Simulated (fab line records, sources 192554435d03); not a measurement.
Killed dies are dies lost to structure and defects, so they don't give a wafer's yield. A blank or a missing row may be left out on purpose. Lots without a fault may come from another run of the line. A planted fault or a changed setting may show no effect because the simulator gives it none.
Split-lot experiment | flow n5_finfet | 7 lots, 21 wafers read, on a route of 1938 steps

THE SPLIT
At N5_BEOL_M10_ETCH_62 (etches SOC in N2/H2, target depth 110 nm, overetch 22 nm, time 165 s), the setting time_s was moved away from the recipe's 165 s on 6 of the 21 wafers read, by -11.3% to +16.2%. The other wafers ran this setting at the recipe's value.

FROM THE SPLIT TO THE READING: what the file shows between them, 2 steps
- N5_BEOL_M10_STRIP_68: strips in N2/H2
- N5_BEOL_M10_STRIP_67: strips in CF4

THE READING
etch.depth_nm (the simulator's own value, which no gauge read), in nm, at N5_BEOL_M10_HM_OPEN_17 (chemistry Cl2/BCl3, target TiN, target depth 20 nm, overetch 6 nm). The file gives no usual value for it. The 15 wafers here that ran the recipe average 19.99 nm, standard deviation 0.15 nm.

wafer  | tool, chamber at the split | time_s as run, s | against the recipe | etch.depth_nm, nm | against lot-mates on the recipe
L076.1 | rie_diel-01, 0             | 165              | recipe             | 19.86             | -
L076.3 | rie_diel-01, 1             | 165              | recipe             | 19.71             | -
L076.5 | rie_diel-01, 1             | 165              | recipe             | 19.72             | -
L077.1 | rie_diel-02, 0             | 165              | recipe             | 20.07             | -
L077.2 | rie_diel-02, 3             | 146.3            | -11.3%             | 20.35             | +0.28
L077.4 | rie_diel-02, 1             | 146.3            | -11.3%             | 20.06             | -0.01
L081.2 | rie_diel-02, 2             | 149.9            | -9.2%              | 20.32             | +0.25
L081.3 | rie_diel-02, 3,2           | 165              | recipe             | 20.09             | -
L081.5 | rie_diel-02, 3,2           | 165              | recipe             | 20.06             | -
L086.4 | rie_diel-02, 0,3,2         | 165              | recipe             | 20.12             | -
L086.5 | rie_diel-02, 0,3,2         | 165              | recipe             | 20.02             | -
L086.6 | rie_diel-02, 0,3,2         | 165              | recipe             | 20.25             | -
L092.1 | rie_diel-01, 1             | 191.7            | +16.2%             | 17.21             | -2.59
L092.3 | rie_diel-01, 0             | 165              | recipe             | 19.8              | -
L092.6 | rie_diel-01, 1             | 191.7            | +16.2%             | 17.23             | -2.57
L094.1 | rie_diel-02, 1,2           | 165              | recipe             | 19.9              | -
L094.5 | rie_diel-02, 3             | 190.2            | +15.3%             | 17.41             | -2.54
L094.6 | rie_diel-02, 1,2           | 165              | recipe             | 20                | -
L096.1 | rie_diel-02, 2             | 165              | recipe             | 20.05             | -
L096.5 | rie_diel-02, 1             | 165              | recipe             | 20.1              | -
L096.6 | rie_diel-02, 2             | 165              | recipe             | 20.04             | -
Where a row lists several chambers, the file gives one row for several wafers and doesn't say which wafer went through which chamber.

THE FIT
A straight line over all 21 wafers: etch.depth_nm changes by -0.121 nm for each +1% of time_s; r = -0.89; the points scatter about the line by 0.46 nm.
The same after taking each lot's own level away (the mean of its wafers on the recipe; 21 wafers): -0.113 nm for each +1%; r = -0.89; scatter 0.44 nm.
On that fit, the largest move of time_s shifts the reading by 1.8 nm.
The lots' own levels span 19.763 to 20.130 nm, that is 2.4 times the standard deviation above.
So the lot-to-lot level changes the slope little: the two slopes agree.
Check: with one of the wafers moved furthest among these (+16.2%) left out of the fit, the line predicts -1.89 nm for it against its lot-mates. It came out at -2.59 nm against them.

OTHER SPLITS ON THESE WAFERS
These wafers also went through other splits before the reading. Each is held against what the fit with the lots' levels taken away leaves over:
other split on the same wafers | wafers away from the commonest value | r with etch.depth_nm (lot level and that fit taken away)
N5_BEOL_M8_PECVD_70 temp_c     | 5                                    | -0.21

THE WHOLE CHAIN: every reading that the file lists as answering this split, in the file's order
step                   | what it does                                                         | reading                                                                           | change (the file's fit)                | r (the file's)
N5_BEOL_M10_ETCH_62    | etches SOC in N2/H2, target depth 110 nm, overetch 22 nm, time 165 s | SiARC_of_BEOL_M10_COAT_60.thk_nm (the simulator's own value, which no gauge read) | -0.0689 nm for each +1% of the setting | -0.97
N5_BEOL_M10_HM_OPEN_17 | chemistry Cl2/BCl3, target TiN, target depth 20 nm, overetch 6 nm    | etch.depth_nm (the simulator's own value, which no gauge read)                    | -0.119 nm for each +1% of the setting  | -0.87

THE FILE'S OWN FIT
etch.depth_nm changes by -0.119 nm for each +1% of time_s, r = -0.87.
